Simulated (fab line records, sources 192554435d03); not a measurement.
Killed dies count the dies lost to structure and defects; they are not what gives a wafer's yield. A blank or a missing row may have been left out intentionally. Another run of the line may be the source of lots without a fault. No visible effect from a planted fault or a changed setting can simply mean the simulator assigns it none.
One fault through the eyes of 3 desks :: flow n5-finfet :: numbers are kept per desk, each desk with only its own; the story behind them comes last

== FROM THE METROLOGY DESK ==
What the gauges read, lot by lot, whatever tool the lot ran on: means of the sampled wafers that have a number. Any lot whose mean is over 4 standard deviations away from the usual mean is out of limits and marked OUT; that distance is given in the brackets. 7 of its 11 readings are shown, namely those furthest out on some lot.
Columns: A = DIBL_N at N5_BEOL_M4_RC_MEAS_101, usual 36.5 mV/V; B = DIBL_P at N5_BEOL_M4_RC_MEAS_101, usual 36.7 mV/V; C = IOFF_N at N5_BEOL_M4_RC_MEAS_101, usual 0.17 nA/um; D = IOFF_P at N5_BEOL_M4_RC_MEAS_101, usual 0.22 nA/um; E = SS_N at N5_BEOL_M4_RC_MEAS_101, usual 71.5 mV/dec; F = SS_P at N5_BEOL_M4_RC_MEAS_101, usual 73.4 mV/dec; G = VT_N at N5_BEOL_M4_RC_MEAS_101, usual 249 mV
lot: L902
first seen here: day 6 19:46
A: 34.2
B: 33.1
C: 0.12
D: 0.18
E: 71.0
F: 72.9
G: 253

lot: L903
first seen here: day 7 09:18
A: 37.8
B: 39.1
C: 0.20
D: 0.29
E: 72.4
F: 73.9
G: 248

lot: L906
first seen here: day 7 23:52
A: 36.6
B: 36.9
C: 0.15
D: 0.21
E: 71.8
F: 73.8
G: 251

lot: L908
first seen here: day 8 16:10
A: 38.6
B: 37.6
C: 0.20
D: 0.26
E: 71.4
F: 73.9
G: 246

lot: L909
first seen here: day 9 08:43
A: 37.0
B: 37.2
C: 0.18
D: 0.23
E: 71.3
F: 73.5
G: 248

lot: L914
first seen here: day 10 14:31
A: 39.2
B: 38.8
C: 0.25
D: 0.26
E: 72.8
F: 74.2
G: 244

lot: L916
first seen here: day 10 17:30
A: 37.2
B: 37.0
C: 0.16
D: 0.19
E: 71.1
F: 73.5
G: 250

lot: L920
first seen here: day 11 14:34
A: 35.5
B: 34.9
C: 0.15
D: 0.18
E: 70.9
F: 73.3
G: 254

lot: L923
first seen here: day 12 07:11
A: 35.3
B: 34.9
C: 0.13
D: 0.16
E: 71.2
F: 72.4
G: 251

lot: L922
first seen here: day 12 14:46
A: 35.3
B: 37.2
C: 0.16
D: 0.21
E: 71.4
F: 73.7
G: 248

lot: L924
first seen here: day 12 20:16
A: 36.9
B: 36.4
C: 0.15
D: 0.21
E: 71.4
F: 72.9
G: 250
This desk found nothing out of limits on any of the 11 lots.

== THE DEFECT DESK ==
Per lot, the means of the sampled wafers with a number show what the inspections along the route counted. Any lot whose mean is over 4 standard deviations away from the usual mean is out of limits and marked OUT; that distance is given in the brackets.
Columns: A = raw-defect-count at N5_BEOL_M2_INSPECT_59, usual 72
lot: L902
first seen here: day 6 20:02
A: 51

lot: L903
first seen here: day 7 09:35
A: 46

lot: L906
first seen here: day 8 00:10
A: 51

lot: L908
first seen here: day 8 16:28
A: 86

lot: L909
first seen here: day 9 09:00
A: 78

lot: L914
first seen here: day 10 14:47
A: 80

lot: L916
first seen here: day 10 17:48
A: 75

lot: L920
first seen here: day 11 14:51
A: 55

lot: L923
first seen here: day 12 07:28
A: 78

lot: L922
first seen here: day 12 15:10
A: 67

lot: L924
first seen here: day 12 20:33
A: 100
This desk found nothing out of limits on any of the 11 lots.

== TOOL OWNER'S DESK, cvd-co-02 ==
The tool's own readings at N5_BEOL_M2_CO_CAP_55 (material Co, precursor CCTBA/H2, target thk 2 nm, time 102.1 s): means of the sampled wafers that have a number, for each lot that ran on this tool. Any lot whose mean is over 4 standard deviations away from the usual mean is out of limits and marked OUT; that distance is given in the brackets.
Columns: A = heater-power-w at N5_BEOL_M2_CO_CAP_55, usual 236 W; B = run-length-s at N5_BEOL_M2_CO_CAP_55, usual 124.8 s
lot: L902
first seen here: day 6 19:50
A: 224
B: 124.9

lot: L903
first seen here: day 7 09:22
A: 233
B: 125.0

lot: L906
first seen here: day 7 23:57
A: 212
B: 125.2

lot: L908
first seen here: day 8 16:15
A: 218
B: 124.7

lot: L914
first seen here: day 10 14:35
A: 209
B: 104.7 (-37) OUT

lot: L916
first seen here: day 10 17:34
A: 226
B: 104.7 (-37) OUT
Finding of this desk: L914, L916 out of limits; the first was L914 at day 10 14:35, on run-length-s at N5_BEOL_M2_CO_CAP_55. Within limits: L902, L903, L906, L908.

== ALL TOGETHER ==
At day 10 14:35, on L914, L916, the tool owner's desk was in a position to raise an alarm.
Nothing out of limits was seen by the metrology desk.
Nothing the defect desk looked at was out of limits.
The metrology desk has L914, L916 on record, within its limits.
The defect desk has L914, L916 on record, within its limits.
Every lot named ran N5_BEOL_M2_CO_CAP_55 on cvd-co-02.

== WHAT WAS PUT IN BY THE SIMULATOR ==
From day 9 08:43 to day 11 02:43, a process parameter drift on cvd-co-02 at N5_BEOL_M2_CO_CAP_55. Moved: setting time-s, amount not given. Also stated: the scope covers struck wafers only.
Shown lots that were struck: L914, L916.
How many hours passed from the start of the fault until each desk's first out-of-limits reading: the tool owner's desk, 30.
